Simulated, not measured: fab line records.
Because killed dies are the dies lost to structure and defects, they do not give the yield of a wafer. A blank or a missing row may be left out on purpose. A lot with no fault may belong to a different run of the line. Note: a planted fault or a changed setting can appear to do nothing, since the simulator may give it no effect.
fab line records    flow n5_finfet
[record] lots = 9  wafers = 27  last_day = 17
route steps=1938 shown BEOL_M2@881 BEOL_M4@1111
lots with no fault: from the same line, run without faults
start_h: start of the lot's first displayed wafer, in hours after the record's first day    wait_h: hours since the lot's step before    " the same as in the row above    L1.1+2: several wafers, shown together as one row    - either no value or no given start    * or withheld: withheld    < > ~ a bound
route shown NAME@n: a module of which the file shows steps, and the number in the route of the first    usual: mean and standard deviation over wafers with no fault    same: alike in all rows    chamber/n: place in a boat    sites: the reading at each site    _std_site: how widely they spread, as a standard deviation    _edge_site: outer sites' mean less inner sites'    radius_mm: how far each site lies from the wafer's centre    mask NAME#n: copy n    behind: the most recent tool/chamber to have shaped the wafer    hold: reason for holding the lot/hours on hold/outcome of the hold    device: which transistor (n, p or np) failed to switch    end of line: at the end of the route, the tests of the same wafers    a step with no rows: only its recipe    killed: not the wafer's yield, but the dies lost to structure and defects at the first sort    map: a wafer's dies, marking killed ones x, the rest . and places with no die _
set.NAME: the setting the step ran with; set.NAME@STEP: the setting that earlier step ran with    model.NAME: the simulator's own value behind a step, which no gauge read
a sample of lots followed through the steps of the route, with each step as a table and each wafer as a row
services: from which hour (start_h, from the record's first day; less than 0 if before it) a tool's chamber was out of use, for how many hours, and why
[[steps]]
[step N5_BEOL_M2_ETCH_69]
[recipe] chemistry = CF4  target = SiARC  target_depth_a = 156  mask_material = CAR-EUV  time_s = 26  ion_energy_ev = 80  pressure_mtorr = 40  source_w = 545  bias_w = 36  Ar_flow_sccm = 100  cf4_flow_sccm = 100  ends = cleared
[usual] bias_w = 36.00/0.11  drypump_motor_current_A = 5.6/0.51  etch_rf_on_time_s = 26.1/0.54  mfc_ar_sccm = 100.03/0.29  oes_product_au = 0.67/0.067  rf_vpp_V = 184.1/1.1  showerhead_plenum_p_Torr = 2.15/0.076  throttle_valve_pct = 15.64/0.25
lot.wafer  tool         chamber  start_h  wait_h  bias_w  drypump_motor_current_A  etch_rf_on_time_s  mfc_ar_sccm  oes_product_au  rf_hours_counter_h  rf_vpp_V  showerhead_plenum_p_Torr  throttle_valve_pct
L480.1     rie_diel-03  1        147.71   0.0     35.95   4.8                      26.4               99.79        0.69            89                  183.6     2.08                      15.23
L480.4     "            0        "        "       35.86   6.2                      24.9               100.06       0.61            215                 183.5     2.21                      15.86
L480.6     "            0        "        "       35.87   6.2                      25.3               100.34       0.61            -                   183.3     2.21                      15.86
L482.1     rie_diel-01  3        150.09   0.0     35.90   6.5                      25.7               100.19       0.74            39                  185.8     2.27                      15.30
L482.2     "            2        "        "       36.04   5.1                      26.7               100.22       0.68            99                  186.7     2.25                      15.86
L482.4     "            0        "        "       35.93   5.6                      25.9               99.94        0.63            -                   183.3     2.12                      15.84
L483.1     rie_diel-01  0        156.54   0.0     35.90   5.6                      25.9               100.31       0.62            204                 183.0     2.12                      15.84
L483.2     "            2        "        "       36.04   5.1                      26.7               99.75        0.67            102                 186.8     2.25                      15.87
L483.5     "            3        "        "       36.17   6.5                      25.1               100.00       0.76            -                   184.6     2.27                      15.30
L484.2     rie_diel-01  2        174.04   0.0     36.18   5.1                      26.8               100.05       0.67            108                 183.0     2.25                      15.87
L484.3     "            3        "        "       36.15   6.5                      25.6               100.09       0.73            48                  184.7     2.27                      15.31
L484.4     "            1        "        "       36.09   5.8                      26.0               100.20       0.81            4                   183.7     2.11                      15.34
L488.2     rie_diel-01  3        193.55   0.0     36.04   6.5                      25.5               99.95        0.73            56                  184.7     2.26                      15.32
L488.5     "            3        "        "       36.09   6.5                      25.5               100.46       0.73            -                   186.4     2.26                      15.31
L488.6     "            0        "        "       36.03   5.6                      26.1               100.24       0.62            -                   182.6     2.11                      15.86
L489.1     rie_diel-01  0        200.58   0.0     36.36   5.6                      26.3               100.88       0.61            219                 183.3     2.11                      15.89
L489.4     "            2        "        "       35.94   5.1                      26.8               99.44        0.66            120                 185.0     2.24                      15.90
L489.5     "            3        "        "       35.98   6.5                      25.2               100.75       0.73            -                   185.1     2.26                      15.33
L497.4     rie_diel-03  3        245.14   0.0     35.98   5.8                      26.4               100.08       0.75            38                  185.6     2.17                      15.55
L497.5     "            2        "        "       36.01   5.7                      26.5               99.99        0.59            -                   183.9     2.04                      15.92
L497.6     "            1        "        "       36.03   4.8                      26.7               100.18       0.66            -                   184.8     2.07                      15.28
L498.2     rie_diel-01  1        254.33   0.0     36.01   5.7                      25.6               100.30       0.75            32                  184.4     2.10                      15.42
L498.3     "            2        "        "       35.79   5.1                      26.6               100.41       0.64            138                 185.1     2.24                      15.94
L498.4     "            3        "        "       35.95   6.5                      25.3               99.88        0.71            77                  185.1     2.26                      15.36
L501.1     rie_diel-06  3        268.85   0.0     35.89   4.9                      26.9               99.71        0.65            110                 182.3     2.06                      15.27
L501.3     "            0        "        "       35.97   5.0                      25.9               100.51       0.60            218                 186.0     2.20                      15.90
L501.5     "            3        "        "       36.04   4.9                      26.6               99.95        0.66            -                   181.9     2.06                      15.28
[step N5_BEOL_M2_TRENCH_ETCH_37]
[recipe] chemistry = C4F6/O2  target_depth_a = 555.55  target = SiOC  time_s = 29.2  ion_energy_ev = 250  pressure_mtorr = 30  source_w = 355  bias_w = 185  Ar_flow_sccm = 300  C4F6_flow_sccm = 10  O2_flow_sccm = 10
[usual] bias_w = 185.0/0.47  drypump_motor_current_A = 5.6/0.5  mfc_ar_sccm = 300.0/0.88  oes_o_777_au = 0.79/0.082  oes_product_au = 0.79/0.086  rf_vpp_V = 666/8.1  showerhead_plenum_p_Torr = 2.85/0.096  throttle_valve_pct = 20.88/0.24
lot.wafer  tool         chamber  start_h  wait_h  bias_w  drypump_motor_current_A  mfc_ar_sccm  oes_o_777_au  oes_product_au  rf_hours_counter_h  rf_vpp_V  showerhead_plenum_p_Torr  throttle_valve_pct
L480.1     rie_diel-03  3        151.24   -       185.9   5.8                      299.8        0.95          0.98            5                   671       2.90                      20.79
L480.4     "            2        "        "       185.5   5.8                      299.6        0.71          0.71            200                 667       2.73                      21.08
L480.6     "            3        "        "       185.8   5.8                      299.6        0.96          0.97            -                   671       2.90                      20.77
L482.1     rie_diel-06  3        151.37   -       184.5   4.9                      301.2        0.81          0.82            69                  674       2.76                      20.43
L482.2     "            1        "        "       184.9   5.4                      301.4        0.80          0.80            93                  678       2.89                      20.93
L482.4     "            0        "        "       184.1   5.0                      300.6        0.73          0.73            183                 650       2.94                      21.04
L483.1     rie_diel-01  2        160.65   -       185.1   5.1                      299.9        0.77          0.78            103                 659       3.00                      21.21
L483.2     "            3        "        "       184.5   6.5                      301.3        0.88          0.87            43                  676       3.00                      20.49
L483.5     "            0        "        "       184.4   5.6                      300.3        0.75          0.73            -                   668       2.80                      20.96
L484.2     rie_diel-03  1        175.94   -       185.3   4.9                      298.9        0.80          0.80            99                  664       2.78                      20.57
L484.3     "            2        "        "       184.5   5.8                      298.9        0.70          0.71            208                 667       2.72                      21.09
L484.4     "            3        "        "       185.1   5.8                      301.0        0.93          0.95            13                  669       2.90                      20.79
L488.2     rie_diel-03  2        198.33   -       178.4   5.8                      300.1        0.69          0.70            217                 648       2.72                      21.10
L488.5     "            1        "        "       178.2   4.8                      300.2        0.80          0.79            -                   643       2.77                      20.58
L488.6     "            2        "        "       178.7   5.7                      300.2        0.70          0.70            -                   646       2.72                      21.10
L489.1     rie_diel-03  1        201.03   -       177.3   4.8                      300.6        0.79          0.79            109                 645       2.77                      20.60
L489.4     "            2        "        "       177.5   5.8                      299.0        0.70          0.69            218                 647       2.72                      21.09
L489.5     "            0        "        "       178.3   6.3                      300.4        0.72          0.70            -                   647       2.92                      21.02
L497.4     rie_diel-01  1        246.76   -       185.4   5.7                      298.5        0.90          0.89            30                  651       2.78                      20.69
L497.5     "            3        "        "       185.3   6.5                      300.4        0.85          0.82            -                   673       2.99                      20.56
L497.6     "            2        "        "       184.5   5.1                      300.7        0.74          0.75            -                   657       2.98                      21.26
L498.2     rie_diel-06  2        255.29   -       184.7   5.2                      300.0        0.79          0.76            139                 673       2.73                      20.96
L498.3     "            0        "        "       184.3   5.1                      297.8        0.70          0.71            213                 651       2.92                      21.09
L498.4     "            2        "        "       185.1   5.2                      301.3        0.79          0.77            -                   674       2.73                      20.95
L501.1     rie_diel-03  1        272.99   -       184.3   4.9                      299.5        0.77          0.76            129                 663       2.76                      20.63
L501.3     "            3        "        "       184.8   5.8                      301.2        0.86          0.87            47                  669       2.88                      20.83
L501.5     "            3        "        "       184.3   5.8                      299.8        0.86          0.88            -                   671       2.89                      20.85
[step N5_BEOL_M2_DEGAS_44]
[recipe] ambient = vacuum  temp_c = 250  time_s = 60
[usual] heater_power_w = 352/47
lot.wafer  tool            chamber  start_h  wait_h  heater_power_w
L480.1     pvd_sputter-03  -        151.90   0.2     314
L480.4     "               -        "        "       366
L480.6     "               -        "        "       401
L482.1     pvd_sputter-03  -        151.98   0.3     316
L482.2     "               -        "        "       318
L482.4     "               -        "        "       396
L483.1     pvd_sputter-02  -        161.42   0.5     317
L483.2     "               -        "        "       330
L483.5     "               -        "        "       325
L484.2     pvd_sputter-03  -        176.29   0.0     399
L484.3     "               -        "        "       363
L484.4     "               -        "        "       323
L488.2     pvd_sputter-03  -        198.77   0.1     311
L488.5     "               -        "        "       406
L488.6     "               -        "        "       322
L489.1     pvd_sputter-01  -        201.50   0.2     336
L489.4     "               -        "        "       261
L489.5     "               -        "        "       430
L497.4     pvd_sputter-02  -        247.28   0.2     416
L497.5     "               -        "        "       340
L497.6     "               -        "        "       416
L498.2     pvd_sputter-02  -        256.01   0.4     329
L498.3     "               -        "        "       325
L498.4     "               -        "        "       410
L501.1     pvd_sputter-03  -        273.76   0.4     362
L501.3     "               -        "        "       326
L501.5     "               -        "        "       364
[step N5_BEOL_M2_SURFACE_TREAT_85]
[recipe] gas = Ar  time_s = *  ion_energy_ev = *  ion_current_ma_cm2 = 0.5  pressure_mtorr = *  ar_flow_sccm = 30
[usual] throttle_valve_pct = *
lot.wafer  tool            chamber  start_h  wait_h  throttle_valve_pct
L480.1     pvd_sputter-02  -        152.26   0.1     *
L480.4     "               -        "        "       *
L480.6     "               -        "        "       *
L482.1     pvd_sputter-03  -        152.46   0.1     *
L482.2     "               -        "        "       *
L482.4     "               -        "        "       *
L483.1     pvd_sputter-02  -        161.76   0.1     *
L483.2     "               -        "        "       *
L483.5     "               -        "        "       *
L484.2     pvd_sputter-01  -        176.65   0.2     *
L484.3     "               -        "        "       *
L484.4     "               -        "        "       *
L488.2     pvd_sputter-03  -        199.10   0.1     *
L488.5     "               -        "        "       *
L488.6     "               -        "        "       *
L489.1     pvd_sputter-01  -        201.83   0.1     *
L489.4     "               -        "        "       *
L489.5     "               -        "        "       *
L497.4     pvd_sputter-01  -        247.75   0.2     *
L497.5     "               -        "        "       *
L497.6     "               -        "        "       *
L498.2     pvd_sputter-02  -        256.65   0.4     *
L498.3     "               -        "        "       *
L498.4     "               -        "        "       *
L501.1     pvd_sputter-02  -        274.15   0.2     *
L501.3     "               -        "        "       *
L501.5     "               -        "        "       *
[step N5_BEOL_M4_RC_MEAS_101]
[usual] DIBL_N = 36.3/1.7  DIBL_P = 36.5/1.8  IOFF_N = 0.16/0.033  IOFF_P = 0.21/0.037  ION_N = 675/11  ION_P = 462/7.9  SS_N = 71.6/0.64  SS_P = 73.3/0.68  VT_N = 249/3.3  VT_P = -250/3.3
lot.wafer  tool       chamber  start_h  wait_h  DIBL_N[mV/V]  DIBL_P[mV/V]  IOFF_N[nA/um]  IOFF_P[nA/um]  ION_N[uA/um]  ION_P[uA/um]  SS_N[mV/dec]  SS_P[mV/dec]  VT_N[mV]  VT_P[mV]
L480.1     prober-01  0        175.39   0.0     37.0          37.9          0.16           0.23           674           464           71.5          73.7          249       -251
L480.4     "          0        "        "       35.9          36.4          0.14           0.22           669           461           71.1          73.5          251       -250
L480.6     "          0        "        "       36.4          36.4          0.14           0.21           675           471           71.3          73.1          251       -250
L482.1     prober-01  0        182.71   0.0     36.4          35.8          0.15           0.22           672           463           72.0          72.9          249       -248
L482.2     "          0        "        "       38.2          38.6          0.19           0.26           682           470           71.9          74.6          245       -246
L482.4     "          0        "        "       37.6          37.2          0.16           0.24           671           466           72.3          74.0          250       -245
L483.1     prober-02  0        182.85   0.0     37.3          37.5          0.18           0.23           680           470           71.2          72.8          247       -250
L483.2     "          0        "        "       33.8          33.5          0.12           0.17           677           471           70.7          71.7          255       -253
L483.5     "          0        "        "       35.5          36.1          0.15           0.21           683           476           72.1          72.8          250       -250
L484.2     prober-01  0        202.29   0.2     37.3          38.4          0.18           0.24           680           466           72.3          72.8          247       -251
L484.3     "          0        "        "       36.6          36.7          0.17           0.22           688           459           71.7          72.8          250       -253
L484.4     "          0        "        "       37.0          37.8          0.17           0.24           676           465           72.3          73.0          249       -248
L488.2     prober-01  0        223.35   0.2     34.9          35.2          0.15           0.22           679           467           71.0          73.7          249       -250
L488.5     "          0        "        "       35.6          36.8          0.16           0.23           675           467           71.6          74.1          249       -248
L488.6     "          0        "        "       33.3          33.1          0.12           0.19           690           479           70.1          72.8          254       -249
L489.1     prober-01  0        225.25   0.0     35.8          36.3          0.16           0.20           684           464           71.3          72.9          249       -251
L489.4     "          0        "        "       35.6          34.7          0.15           0.17           666           450           71.1          72.7          249       -253
L489.5     "          0        "        "       34.2          33.9          0.13           0.17           657           448           71.1          72.1          251       -253
L497.4     prober-01  0        267.91   0.5     37.3          36.6          0.16           0.23           678           472           71.4          72.5          254       -245
L497.5     "          0        "        "       36.3          35.8          0.15           0.22           662           460           71.4          73.4          253       -248
L497.6     "          0        "        "       37.3          36.4          0.17           0.23           667           464           71.9          73.5          249       -247
L498.2     prober-02  0        288.09   0.2     33.4          33.1          0.13           0.17           682           465           71.4          72.7          251       -254
L498.3     "          0        "        "       35.3          34.8          0.16           0.19           677           462           71.3          73.6          247       -251
L498.4     "          0        "        "       34.3          33.9          0.14           0.18           672           459           71.9          73.2          250       -252
L501.1     prober-01  0        298.10   0.0     33.2          33.6          0.12           0.16           669           452           71.2          72.4          252       -256
L501.3     "          0        "        "       36.3          37.7          0.18           0.21           678           461           71.9          74.4          248       -250
L501.5     "          0        "        "       36.8          38.6          0.19           0.22           677           458           72.1          74.3          246       -253
[[services]]
tool            chamber  start_h  hours  kind
pvd_sputter-02  -        124.42   3.5    repair
rie_diel-03     2        140.46   3.9    repair
rie_diel-01     1        146.78   -      clean
rie_diel-01     1        146.78   -      consumable_replace:focus_ring
rie_diel-01     1        146.78   13.0   scheduled_down
rie_diel-01     1        146.78   13.0   vent_cycle
rie_diel-03     0        187.82   10.9   repair
rie_diel-06     0        188.36   17.2   repair
rie_diel-03     1        213.27   14.2   repair
rie_diel-03     0        218.88   6.2    repair
rie_diel-06     1        254.91   6.7    repair
rie_diel-06     3        258.08   2.7    repair
rie_diel-03     0        272.04   -      clean
rie_diel-03     0        272.04   -      consumable_replace:focus_ring
rie_diel-03     0        272.04   22.2   scheduled_down
rie_diel-03     0        272.04   22.2   vent_cycle
[[key]]
[first_sign] step = N5_BEOL_M2_TRENCH_ETCH_37  reading = bias_w  direction = down  sigmas = 15  usual = *  struck = *
[effect] step = N5_BEOL_M2_TRENCH_ETCH_37  reading = rf_vpp_V  direction = down  sigmas = 2.4  usual = 666  struck = 646
met_at N5_BEOL_M2_TRENCH_ETCH_37
struck_lots L488,L489
not_acting_at N5_BEOL_M2_ETCH_69,N5_BEOL_M2_DEGAS_44,N5_BEOL_M2_SURFACE_TREAT_85
onset_between 175.94 198.33
[fault] kind = process_parameter_drift  tool = rie_diel-03  chamber = -  onset_h = 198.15  steps = N5_BEOL_M2_TRENCH_ETCH_37  channel = bias_w  offset = *  shape = step  end_h = 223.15  acts_in = *  stated = *
